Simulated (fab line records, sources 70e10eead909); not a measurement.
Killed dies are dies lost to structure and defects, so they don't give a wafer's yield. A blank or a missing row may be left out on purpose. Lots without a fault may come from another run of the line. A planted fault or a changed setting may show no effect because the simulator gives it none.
fab line records | flow nand_harc
record lots=5 wafers=15 last_day=23
route steps=1159 shown P_BONDPAD@356
lots that met no fault: from a run of the same line without faults
start_h: hours from the record's first day to the start of the lot's first wafer shown | wait_h: hours since the lot's step before | " the same as in the row above | L1.1+2: a row that stands for several wafers | - no value, or no start given | * or withheld: withheld | < > ~ a bound
route shown NAME@n: a module of which the file shows steps, and the number in the route of the first | usual: mean/standard deviation of fault-free wafers | same: alike in all rows | chamber/n: place in a boat | sites: the reading at each site | _std_site: their standard deviation | _edge_site: outer sites' mean less inner sites' | radius_mm: how far each site lies from the wafer's centre | mask NAME#n: copy n | behind: the tool/chamber that last shaped the wafer | hold: why the lot was held/for how many hours/how that ended | device: the transistor (n, p or np) that didn't switch | end of line: the same wafers' tests at the end of the route | a step without rows: its recipe alone | killed: dies lost to structure and defects at the first sort, not the wafer's yield | map: a wafer's dies, x killed, . not, _ none there
set.NAME: the setting as run; set.NAME@STEP: as run at that earlier step | model.NAME: the simulator's own value behind a step, which no gauge read
lots at some steps of the route; a table a step, a row a wafer
services: from which hour (start_h, from the record's first day; less than 0 if before it) a tool's chamber was out of use, for how many hours, and why
## steps
# step NHARC_P_BONDPAD_HMDS_02
# recipe time_s=30
# step NHARC_P_BONDPAD_COAT_36
# recipe temp_c=200 time_s=65
# step NHARC_P_BONDPAD_COAT_03
# recipe spin_rpm=2000 resist_thk_nm=600
# step NHARC_P_BONDPAD_SOFTBAKE_04
# recipe temp_c=125 time_s=70
# step NHARC_P_BONDPAD_EBR_05
# step NHARC_P_BONDPAD_EXPOSE_06
# recipe na=0.55 dose_mj=37.06 mask_id=P_BPAD
# step NHARC_P_BONDPAD_PEB_07
# recipe peb_temp_c=128 peb_time_s=80
# step NHARC_P_BONDPAD_DEVELOP_08
# recipe time_s=50 dev_temp_c=22
# step NHARC_P_BONDPAD_CD_MEAS_09
# recipe target_cd_nm=500 landing_energy_ev=500
# usual cd_nm=500.3/2.7
# columns lot.wafer tool chamber start_h wait_h cd_nm
L166.2 cd_sem-03 0 136.21 - 503.1
L166.3 " 0 " " 500.6
L166.4 " 0 " " 498.7
L168.3 cd_sem-02 0 138.88 - 501.7
L168.5 " 0 " " 500.1
L168.6 " 0 " " 500.2
L176.2 cd_sem-02 0 187.16 - 502.5
L176.3 " 0 " " 501.3
L176.6 " 0 " " 502.5
L179.1 cd_sem-01 0 203.97 - 503.2
L179.5 " 0 " " 505.8
L179.6 " 0 " " 503.5
L183.1 cd_sem-03 0 233.07 - 500.2
L183.5 " 0 " " 500.9
L183.6 " 0 " " 502.9
# step NHARC_P_BONDPAD_OVL_MEAS_38
# usual overlay_x_nm=-1/5.9 overlay_y_nm=0/5
# columns lot.wafer tool chamber start_h wait_h overlay_x_nm overlay_y_nm
L166.2 overlay-02 - 136.30 - 9 9
L166.3 " - " " 8 9
L166.4 " - " " 8 9
L168.3 overlay-02 - 138.96 - -5 1
L168.5 " - " " -4 1
L168.6 " - " " -5 1
L176.2 overlay-01 - 187.25 - -4 0
L176.3 " - " " -3 0
L176.6 " - " " -3 0
L179.1 overlay-02 - 204.05 - -3 -7
L179.5 " - " " -3 -8
L179.6 " - " " -3 -7
L183.1 overlay-01 - 233.18 - -5 0
L183.5 " - " " -5 0
L183.6 " - " " -6 0
# step NHARC_P_BONDPAD_HARDBAKE_10
# recipe temp_c=118 time_s=65
# step NHARC_P_BONDPAD_DESCUM_11
# recipe time_s=3 o2_flow_sccm=200 ar_flow_sccm=0 bias_power_w=0 chemistry=O2
# usual drypump_motor_current_A=5.8/0.34 o2_flow_sccm=200.0/0.57 oes_product_au=0.997/0.017 rf_vpp_V=58.1/0.8 showerhead_plenum_p_Torr=1.98/0.075 throttle_valve_pct=11.311/0.0094
# columns lot.wafer tool chamber start_h wait_h drypump_motor_current_A o2_flow_sccm oes_product_au rf_hours_counter_h rf_vpp_V showerhead_plenum_p_Torr throttle_valve_pct
L166.2 rie_diel-13 2 136.42 - 5.6 199.3 0.984 2 58.7 2.03 11.310
L166.4 " 3 " " 6.4 200.5 0.988 2 58.9 2.05 11.303
L166.3 " 0 " " 6.0 199.4 0.983 2 56.8 2.01 11.333
L168.3 rie_diel-04 3 139.10 - 5.3 199.0 0.999 5 57.8 1.85 11.310
L168.6 " 1 " " 5.7 200.6 1.002 - 58.8 2.08 11.323
L168.5 " 2 " " 5.5 199.6 0.986 - 57.6 1.90 11.306
L176.2 rie_diel-13 0 187.38 - 6.0 200.1 0.986 7 58.3 2.01 11.308
L176.3 " 1 " " 5.6 200.3 1.044 6 59.2 2.00 11.307
L176.6 " 3 " " 6.4 199.7 0.986 - 57.6 2.05 11.302
L179.1 rie_diel-13 1 204.19 - 5.6 200.7 1.027 8 59.1 2.00 11.311
L179.6 " 0 " " 6.1 200.0 0.997 - 58.6 2.01 11.303
L179.5 " 1 " " 5.6 199.3 1.023 - 57.1 2.00 11.318
L183.1 rie_diel-13 0 233.31 - 6.0 200.1 1.015 12 57.4 2.01 11.304
L183.6 " 3 " " 6.3 199.8 0.981 - 59.3 2.04 11.291
L183.5 " 0 " " 6.0 200.5 1.008 - 57.9 2.01 11.299
# step NHARC_P_BONDPAD_ETCH_37
# recipe target_depth_a=600 overetch_a=180 time_s=65.91 ion_energy_ev=200 n2_flow_sccm=150 h2_flow_sccm=150 ar_flow_sccm=0 rf_w=400 bias_w=150 chemistry=N2/H2
# usual bias_w=150.0/0.43 drypump_motor_current_A=5.8/0.31 n2_flow_sccm=150.0/0.45 oes_product_au=0.998/0.019 rf_fwd_power_W=396.7/1.5 rf_vpp_V=432.5/2.4 run_length_s=87.1/0.48 showerhead_plenum_p_Torr=2.11/0.085 throttle_valve_pct=14.171/0.0091
# columns lot.wafer tool chamber start_h wait_h bias_w drypump_motor_current_A n2_flow_sccm oes_product_au rf_fwd_power_W rf_hours_counter_h rf_vpp_V run_length_s showerhead_plenum_p_Torr throttle_valve_pct
L166.4 rie_diel-13 1 136.50 0.1 150.0 5.6 149.4 1.042 396.7 2 433.0 87.7 2.14 14.179
L166.3 " 2 " " 150.2 5.6 150.3 0.980 398.5 2 434.3 86.6 2.17 14.159
L166.2 " 0 " " 149.5 6.1 149.3 0.982 396.4 2 434.2 87.6 2.15 14.189
L168.3 rie_diel-04 1 139.19 0.1 149.9 5.8 149.6 0.999 397.5 4 435.5 86.7 2.22 14.153
L168.6 " 2 " " 149.6 5.5 150.2 0.971 398.0 - 429.7 86.7 2.02 14.164
L168.5 " 3 " " 150.0 5.2 149.7 0.991 394.5 - 428.5 88.0 1.97 14.166
L176.3 rie_diel-13 1 187.46 0.1 150.0 5.7 150.2 1.039 398.1 6 432.9 88.1 2.14 14.185
L176.2 " 3 " " 150.4 6.3 149.8 0.974 394.4 6 434.9 87.5 2.18 14.171
L176.6 " 0 " " 150.0 6.1 150.2 0.993 396.0 - 434.1 87.0 2.15 14.179
L179.1 rie_diel-13 0 204.28 0.1 150.7 6.0 150.6 0.989 395.4 8 433.0 86.9 2.15 14.167
L179.6 " 3 " " 149.5 6.4 150.2 0.985 394.6 - 434.3 86.9 2.18 14.156
L179.5 " 0 " " 151.1 6.1 150.1 0.998 396.3 - 433.7 87.2 2.15 14.165
L183.1 rie_diel-13 0 233.40 0.1 150.8 6.0 150.6 1.000 395.6 12 433.5 86.8 2.15 14.169
L183.6 " 1 " " 150.2 5.6 150.0 1.022 397.6 - 433.9 87.4 2.13 14.173
L183.5 " 2 " " - 5.6 150.1 0.962 - - 434.3 70.5 2.16 14.147
# step NHARC_P_BONDPAD_ETCH_12
# recipe target_depth_a=2000 time_s=100 chf3_flow_sccm=50 o2_flow_sccm=10 ar_flow_sccm=200 rf_w=500 bias_w=200 chemistry=CHF3/O2
# usual bias_w=200.0/0.63 drypump_motor_current_A=5.8/0.34 o2_flow_sccm=10.00/0.032 oes_product_au=0.935/0.025 rf_fwd_power_W=497.1/1.7 rf_vpp_V=372.4/2.2 run_length_s=121.2/0.49 showerhead_plenum_p_Torr=2.49/0.092 throttle_valve_pct=20.571/0.0082
# columns lot.wafer tool chamber start_h wait_h bias_w drypump_motor_current_A o2_flow_sccm oes_product_au rf_fwd_power_W rf_hours_counter_h rf_vpp_V run_length_s showerhead_plenum_p_Torr throttle_valve_pct
L166.4 rie_diel-13 1 - - 199.5 5.6 9.95 0.954 497.9 2 372.8 121.4 2.51 20.564
L166.3 " 2 " " 199.7 5.6 9.99 0.908 499.5 2 373.2 120.4 2.54 20.577
L166.2 " 3 " " 200.2 6.4 10.00 0.916 496.0 2 373.2 121.5 2.56 20.569
L168.3 rie_diel-04 1 - - 201.0 5.7 9.97 0.951 498.9 4 376.3 121.5 2.60 20.563
L168.5 " 3 " " 199.7 5.2 10.01 0.976 491.9 - 369.6 121.6 2.32 20.564
L168.6 " 0 " " 199.8 6.0 9.95 0.978 497.3 - 369.9 121.6 2.35 20.586
L176.2 rie_diel-13 3 - - 200.1 6.3 10.05 0.942 495.3 7 373.9 121.4 2.56 20.571
L176.3 " 0 " " 199.4 6.1 10.00 0.946 494.9 7 374.2 120.9 2.52 20.585
L176.6 " 3 " " 199.8 6.3 10.00 0.951 494.4 - 373.4 121.8 2.56 20.571
L179.1 rie_diel-13 3 - - 199.8 6.4 10.01 0.941 498.0 8 374.5 121.7 2.56 20.573
L179.6 " 3 " " 199.8 6.4 10.01 0.940 497.9 - 372.7 121.3 2.56 20.577
L179.5 " 0 " " 199.9 6.1 10.00 0.951 498.7 - 373.3 121.4 2.52 20.567
L183.1 rie_diel-13 1 - - 200.0 5.7 9.99 0.941 495.4 11 372.5 121.5 2.51 20.575
L183.6 " 2 " " 200.0 5.6 9.99 0.889 498.2 - 374.0 120.2 2.54 20.565
L183.5 " 3 " " 199.7 6.4 10.04 0.913 495.7 - 373.6 121.1 2.56 20.581
## services
# columns tool chamber start_h hours kind
rie_diel-04 0 120.99 - clean
rie_diel-04 0 120.99 - consumable_replace:focus_ring
rie_diel-04 1 120.99 - clean
rie_diel-13 0 132.50 - clean
rie_diel-13 1 132.50 - clean
rie_diel-13 2 132.50 - clean
rie_diel-13 3 132.50 - clean
rie_diel-04 - 138.46 0.2 repair
rie_diel-13 3 146.36 1.2 repair
rie_diel-04 0 147.18 2.9 repair
rie_diel-13 2 160.93 7.9 repair
rie_diel-13 0 181.00 - clean
rie_diel-13 1 181.00 - clean
rie_diel-13 2 181.00 - clean
rie_diel-13 3 181.00 - clean
rie_diel-04 0 181.57 2.0 repair
rie_diel-13 0 205.50 - clean
rie_diel-13 1 205.50 - clean
rie_diel-13 2 205.50 - clean
rie_diel-13 3 205.50 - clean
rie_diel-13 0 230.00 - clean
rie_diel-13 1 230.00 - clean
rie_diel-13 2 230.00 - clean
rie_diel-13 3 230.00 - clean
## key
first_sign step=NHARC_P_BONDPAD_ETCH_37 reading=run_length_s direction=down sigmas=35 usual=* struck=*
effect none on later readings
met_at NHARC_P_BONDPAD_ETCH_37
struck_wafers L183.5
sort_left_out L183.5
onset_between 204.28 233.40
fault kind=process_parameter_drift tool=rie_diel-13 chamber=- onset_h=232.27 steps=NHARC_P_BONDPAD_ETCH_37 channel=time_s offset=* shape=step end_h=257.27 scope=struck_wafers_only acts_in=* stated=*
# sort_left_out: the simulated sort isn't trusted on such a fault, so these wafers' sort isn't shown, and their yield isn't known
